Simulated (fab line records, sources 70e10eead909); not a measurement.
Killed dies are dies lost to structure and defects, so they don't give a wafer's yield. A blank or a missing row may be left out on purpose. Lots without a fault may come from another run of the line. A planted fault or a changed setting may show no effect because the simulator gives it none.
Which tool did it? | flow nand_harc | 12 lots, 36 wafers sampled, at 4 steps of a route of 1302

WHAT THE GAUGES READ, wafer by wafer
NHARC_A_CHANNEL_HOLE_D1_CD_MEAS_30.
lot  | measured     | on        | cd_nm (nm)
L822 | day 9 00:27  | cd_sem-01 | 90.2 88.2 88.9
L823 | day 9 00:49  | cd_sem-01 | 87.9 89.2 89.4
L824 | day 9 14:59  | cd_sem-03 | 88.3 90.6 89.2
L834 | day 13 14:35 | cd_sem-02 | 87.2 91.4 90.1
L835 | day 14 03:31 | cd_sem-01 | 91.2 90.2 91.2
L837 | day 15 07:40 | cd_sem-02 | 90.6 88.0 89.1
L839 | day 15 19:29 | cd_sem-01 | 90.0 91.1 91.2
L840 | day 16 08:29 | cd_sem-02 | 88.1 89.6 89.8
L841 | day 16 18:22 | cd_sem-01 | 89.5 91.1 90.0
L842 | day 17 10:11 | cd_sem-01 | 90.0 89.8 88.5
L844 | day 17 22:21 | cd_sem-02 | 89.2 88.5 87.7
L845 | day 18 06:04 | cd_sem-03 | 89.9 91.0 91.5

NHARC_A_ONON_D2_THK_MEAS_34: measures by ellipsometry.
lot  | measured     | on            | thk_nm (nm)
L822 | day 13 03:44 | film_metro-02 | 199.0 201.4 200.9
L823 | day 13 03:45 | film_metro-01 | 194.8 195.1 198.1
L824 | day 13 21:56 | film_metro-02 | 198.7 203.3 198.8
L834 | day 18 01:11 | film_metro-01 | 163.7 162.0 163.2
L835 | day 18 01:27 | film_metro-02 | 163.6 163.0 161.9
L837 | day 19 04:11 | film_metro-01 | 198.4 202.1 199.3
L839 | day 19 21:58 | film_metro-02 | 198.7 204.4 199.8
L840 | day 20 17:59 | film_metro-01 | 195.2 199.6 202.4
L841 | day 20 22:08 | film_metro-02 | 195.7 199.8 200.4
L842 | day 21 14:55 | film_metro-02 | 195.5 198.3 201.7
L844 | day 22 00:11 | film_metro-02 | 198.8 195.5 201.2
L845 | day 22 07:33 | film_metro-01 | 200.8 196.9 200.5

WHICH TOOL RAN EACH LOT (tool, then ch and the chambers of the sampled wafers, then the start)
lot  | NHARC_A_CHANNEL_FILL_D1_STRIP_29              | NHARC_A_ONON_D2_DEP_33
L822 | rie_diel-04 ch 0,1,3, day 10 20:33            | pecvd-04 ch 1,2, day 13 03:23
L823 | rie_diel-01 ch 1,2, day 13 03:20 or earlier   | pecvd-02 ch 1,2, day 13 03:20
L824 | rie_diel-01 ch 0,2,3, day 13 21:34 or earlier | pecvd-01 ch 0,1,2, day 13 21:34
L834 | rie_diel-01 ch 0,1,3, day 18 00:46 or earlier | pecvd-04 ch 0,1,2, day 18 00:46
L835 | rie_diel-01 ch 1,3, day 18 01:02 or earlier   | pecvd-04 ch 0,1,2, day 18 01:02
L837 | rie_diel-04 ch 0,2, day 16 23:37              | pecvd-01 ch 1,2, day 19 03:46
L839 | rie_diel-01 ch 0,3, day 19 21:33 or earlier   | pecvd-01 ch 1,2, day 19 21:33
L840 | rie_diel-01 ch 1,2,3, day 20 17:37 or earlier | pecvd-01 ch 0,1,2, day 20 17:37
L841 | rie_diel-04 ch 0,2, day 20 21:48 or earlier   | pecvd-02 ch 0,2, day 20 21:48
L842 | rie_diel-04 ch 1,2, day 21 14:29 or earlier   | pecvd-02 ch 1,2, day 21 14:29
L844 | rie_diel-01 ch 0,2,3, day 21 23:46 or earlier | pecvd-02 ch 0,1,2, day 21 23:46
L845 | rie_diel-04 ch 0,3, day 22 07:08 or earlier   | pecvd-02 ch 1,2, day 22 07:08
- NHARC_A_CHANNEL_FILL_D1_STRIP_29: strips in O2, time 20 s.
- NHARC_A_ONON_D2_DEP_33: deposits SiO2, target thk 200 nm.

WHAT THE TOOLS THEMSELVES READ (means of the sampled wafers that have a number; where no wafer has one, the mark that the record gives instead)
NHARC_A_CHANNEL_FILL_D1_STRIP_29.
lot  | tool        | drypump_motor_current_A (A) | oes_product_au (a.u.) | rf_vpp_V (V) | showerhead_plenum_p_Torr (Torr) | throttle_valve_pct (%)
L822 | rie_diel-04 | 5.3                         | 1.003                 | 57.8         | 3.57                            | 17.043
L823 | rie_diel-01 | 6.0                         | 1.010                 | 58.6         | 3.60                            | 17.037
L824 | rie_diel-01 | 5.5                         | 0.995                 | 57.7         | 3.52                            | 17.048
L834 | rie_diel-01 | 5.3                         | 0.997                 | 57.3         | 3.48                            | 17.038
L835 | rie_diel-01 | 5.5                         | 1.000                 | 57.8         | 3.45                            | 17.034
L837 | rie_diel-04 | 5.4                         | 0.990                 | 57.4         | 3.50                            | 17.047
L839 | rie_diel-01 | 5.2                         | 0.992                 | 58.0         | 3.40                            | 17.033
L840 | rie_diel-01 | 5.7                         | 0.985                 | 57.9         | 3.48                            | 17.037
L841 | rie_diel-04 | 5.6                         | 0.993                 | 57.6         | 3.40                            | 17.037
L842 | rie_diel-04 | 5.6                         | 0.984                 | 57.2         | 3.32                            | 17.035
L844 | rie_diel-01 | 5.5                         | 0.988                 | 57.0         | 3.51                            | 17.036
L845 | rie_diel-04 | 5.2                         | 1.002                 | 57.2         | 3.65                            | 17.030

NHARC_A_ONON_D2_DEP_33.
lot  | tool     | heater_power_w (W) | mfc_precursor_sccm (sccm) | rf_fwd_power_W (W) | throttle_valve_pct (%)
L822 | pecvd-04 | 545                | 161.3                     | 897.3              | 15.7
L823 | pecvd-02 | 657                | 161.7                     | 899.9              | 15.8
L824 | pecvd-01 | 584                | 161.7                     | 897.2              | 15.6
L834 | pecvd-04 | 497                | 131.5                     | 897.0              | 15.6
L835 | pecvd-04 | 505                | 131.9                     | 898.0              | 15.6
L837 | pecvd-01 | 626                | 161.7                     | 896.0              | 15.1
L839 | pecvd-01 | 634                | 161.6                     | 895.2              | 15.3
L840 | pecvd-01 | 618                | 161.7                     | 898.5              | 15.4
L841 | pecvd-02 | 564                | 161.4                     | 897.2              | 15.9
L842 | pecvd-02 | 646                | 161.6                     | 897.0              | 16.2
L844 | pecvd-02 | 581                | 161.7                     | 897.4              | 16.0
L845 | pecvd-02 | 665                | 161.6                     | 898.0              | 15.9

THE ANSWER, worked out from the rows above alone
Rule: what is usual is taken from the lots themselves. Put in order of their means at a reading, lots are off if they are a third of the lots or fewer, leave a main group of 4 or more, and stand apart from it by a gap of 3 or more times the standard deviation of the main group's means; of several such gaps the widest counts. A main group whose means are all the same, to the digits that the tables above print for the reading, isn't used. A lot without any number at a reading at which 4 lots or more have one is off too. The other lots that the step has rows for count as sound. The gauges are gone through in route order, then the tools' own readings, and for those a lot's mean is taken as printed above. The first step at which some lot is off is used, and at that step the reading that is off furthest; a lot without a number counts as furthest.
Off: L834, L835, at NHARC_A_ONON_D2_THK_MEAS_34 (thk_nm). The main group: mean 199.2 nm, standard deviation 1.3.
A tool fits if, at a process step before that reading, it ran every lot that is off, and no sound lot after the first of them. The gauges at NHARC_A_ONON_D2_THK_MEAS_34 aren't tried: what is off there is off at NHARC_A_ONON_D2_DEP_33 too, on other tools, and a gauge's error can't cause that. NHARC_A_CHANNEL_FILL_D1_STRIP_29 gives no start for some lots, so the hours and the order of its lots are those of NHARC_A_ONON_D2_DEP_33. One fits: pecvd-04 at NHARC_A_ONON_D2_DEP_33. Its last sound lot is L822 (day 13 03:23), its first lot that is off L834 (day 18 00:46): a fault that began between those two fits.
The tool's own readings at NHARC_A_ONON_D2_DEP_33 bear it out: on the lots that are off they differ by more than 5 times the standard deviation of the sound lots' means. mfc_precursor_sccm reads 131.7 sccm there against 161.6 sccm on the sound lots.

WHAT THE SIMULATOR HAD PUT IN
Process parameter drift: pecvd-04, from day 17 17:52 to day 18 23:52, at NHARC_A_ONON_D2_DEP_33. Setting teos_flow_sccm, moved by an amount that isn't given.
Lots struck among those shown: L834, L835. The rule above found the same.
